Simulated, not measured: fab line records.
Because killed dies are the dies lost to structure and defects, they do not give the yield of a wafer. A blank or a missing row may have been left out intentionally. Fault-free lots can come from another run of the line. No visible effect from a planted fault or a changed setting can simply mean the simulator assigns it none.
Chamber matching    flow n5 finfet    N5_MIM_TOP_ALD_00 on ald hk-03 has 4 sister chambers
The step deposits Al2O3, purge time 3 s, co reactant pulse time 3 s. 16 wafers are shown with their chamber, then 8 later ones without.

## WAFERS PAIRED WITH THEIR CHAMBERS
wafer   chamber  precursor pulse height rel
L983.1  0        1.036
L983.4  2        0.975
L983.5  2        1.035
L986.1  3        1.021
L986.4  0        1.045
L986.6  1        1.057
L989.1  2        1.018
L989.4  3        1.036
L989.5  3        1.027
L985.1  1        1.000
L985.4  0        1.012
L985.5  3        0.998
L994.1  0        1.002
L994.4  1        0.995
L994.5  3        1.011
L100.2  0        0.985

SIGNATURES, as means of the wafers listed above
reading                     chamber 0  chamber 1  chamber 2  chamber 3  scatter within a chamber
precursor pulse height rel  1.01600    1.01733    1.00933    1.01860    0.0251
Rule: a wafer's distance from a chamber is the root of the sum, over the readings, of the square of ((its reading less the chamber's mean) divided by the reading's scatter). If the next closest chamber is less than 2 further off than the closest, the wafer can't be placed; otherwise it belongs to the closest. How the scatter is found: for the shown wafers, subtract from each reading the mean of its chamber, square and add these, divide the total by (wafers less chambers), then take the root.

## WAFERS MISSING THEIR CHAMBER
wafer   precursor pulse height rel
L100.4  0.998
L100.5  1.012
L101.2  0.994
L101.3  1.011
L101.4  0.989
L102.2  0.987
L102.4  1.006
L102.5  1.003

## THE CHAMBER EACH PASSED THROUGH
wafer   from the rows above                in truth
L100.4  can't be placed: 2 or 0 or 1 or 3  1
L100.5  can't be placed: 2 or 0 or 1 or 3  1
L101.2  can't be placed: 2 or 0 or 1 or 3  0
L101.3  can't be placed: 2 or 0 or 1 or 3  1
L101.4  can't be placed: 2 or 0 or 1 or 3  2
L102.2  can't be placed: 2 or 0 or 1 or 3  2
L102.4  can't be placed: 2 or 0 or 1 or 3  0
L102.5  can't be placed: 2 or 0 or 1 or 3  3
0 of 8 placed correctly. Not placeable from these rows: 8 (in 8, the candidates include the true chamber). Placed wrongly: 0.
